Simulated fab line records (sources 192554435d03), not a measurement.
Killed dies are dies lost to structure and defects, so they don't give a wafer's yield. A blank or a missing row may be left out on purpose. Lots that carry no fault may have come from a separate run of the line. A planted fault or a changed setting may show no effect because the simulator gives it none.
Split-lot trial -- flow n5Finfet -- 21 wafers read across 7 lots, on a route 1938 steps long

== THE SPLIT ITSELF ==
At N5_BEOL_M0_SAQP_EXPOSE_37 (exposes mask M0 CUT1, target cd 30 nm), the setting doseMj was moved away from the recipe's 44.75 on 6 of the 21 wafers read, by -6.5% to +2.2%. All remaining wafers had this setting at the recipe value.

== FROM THE SPLIT TO THE READING: what the file shows between them, 2 steps ==
- N5_BEOL_M0_SAQP_PEB_38: peb time 60 s
- N5_BEOL_M0_SAQP_DEVELOP_39: develop time 30 s

== THE READING ==
At N5_BEOL_M0_SAQP_CD_MEAS_40: cdNm in nanometres, against a target cd of 30 nm. Typical for fault-free wafers on this fab line: 29.9 nm, with standard deviation 0.3 nm.

wafer,"tool, chamber at the split",doseMj as run,against the recipe,"cdNm, nm",against lot-mates on the recipe
L074.1,"euvScanner-02, 0",44.75,recipe,30.4,-
L074.4,"euvScanner-02, 0",44.75,recipe,30.1,-
L074.5,"euvScanner-02, 0",44.75,recipe,29.9,-
L075.3,"euvScanner-02, 0",44.75,recipe,29.8,-
L075.4,"euvScanner-02, 0",42.38,-5.3%,28.3,-1.4
L075.5,"euvScanner-02, 0",44.75,recipe,29.7,-
L076.3,"euvScanner-02, 0",44.75,recipe,30.0,-
L076.4,"euvScanner-02, 0",44.75,recipe,29.9,-
L076.6,"euvScanner-02, 0",44.75,recipe,30.0,-
L078.2,"euvScanner-01, 0",41.83,-6.5%,28.3,no lot-mate on the recipe
L078.5,"euvScanner-01, 0",41.83,-6.5%,28.5,no lot-mate on the recipe
L078.6,"euvScanner-01, 0",41.83,-6.5%,28.8,no lot-mate on the recipe
L089.1,"euvScanner-01, 0",45.75,+2.2%,30.6,+0.7
L089.3,"euvScanner-01, 0",44.75,recipe,29.8,-
L089.4,"euvScanner-01, 0",44.75,recipe,30.0,-
L091.2,"euvScanner-01, 0",44.75,recipe,29.4,-
L091.3,"euvScanner-01, 0",44.75,recipe,29.2,-
L091.4,"euvScanner-01, 0",44.75,recipe,29.4,-
L092.1,"euvScanner-02, 0",44.75,recipe,30.2,-
L092.2,"euvScanner-02, 0",44.75,recipe,30.5,-
L092.4,"euvScanner-02, 0",42.19,-5.7%,29.1,-1.2

THE FIT
A straight line over all 21 wafers: cdNm changes by +0.214 nm for each +1% of doseMj; r = +0.87; the points scatter about the line by 0.36 nm.
The same after taking each lot's own level away (the mean of its wafers on the recipe; 18 wafers): +0.251 nm for each +1%; r = +0.96; scatter 0.14 nm.
Per that fit: largest doseMj move, reading shift of 1.6 nm.
The lots' own levels span 29.33 to 30.35 nm, that is 3.4 times the standard deviation above.
So the slope is not independent of the lot-to-lot level: the two fits are not the same.
Check: for one of the wafers moved furthest among these (-5.7%), held out of the fit, the line's prediction against its lot-mates is -1.6 nm. It came out at -1.25 nm against them.

== THE OTHER SPLITS THESE WAFERS WENT THROUGH ==
These wafers also went through other splits before the reading. Each is held against what the fit with the lots' levels taken away leaves over:
other split on the same wafers,wafers away from the commonest value,r with cdNm (lot level and that fit taken away)
N5_MOL_CONTACT_COAG_EXPOSE_05 doseMj,5,-0.17
N5_MOL_CONTACT_COAG_CVD_140 targetThkA,8,-0.17

== THE WHOLE CHAIN: every reading that the file lists as answering this split, in the file's order ==
step,what it does,reading,change (the file's fit),r (the file's)
N5_BEOL_M0_SAQP_CD_MEAS_40,target cd 30 nm,cdNm,+0.248 nm for each +1% of the setting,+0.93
N5_BEOL_M0_SAQP_DESCUM_45,"chemistry O2, time 7 s","BEOL_M0_SAQP.cdNm (the simulator's own value, which no gauge read)",+0.192 nm for each +1% of the setting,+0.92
N5_BEOL_M0_SAQP_ETCH_88,"etches underlayer in N2/H2, target depth 6.5 nm, time 5.2 s","BEOL_M0_SAQP.cdNm (the simulator's own value, which no gauge read)",+0.205 nm for each +1% of the setting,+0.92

== FILE'S OWN FIT ==
cdNm changes by +0.248 nm for each +1% of doseMj, r = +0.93.
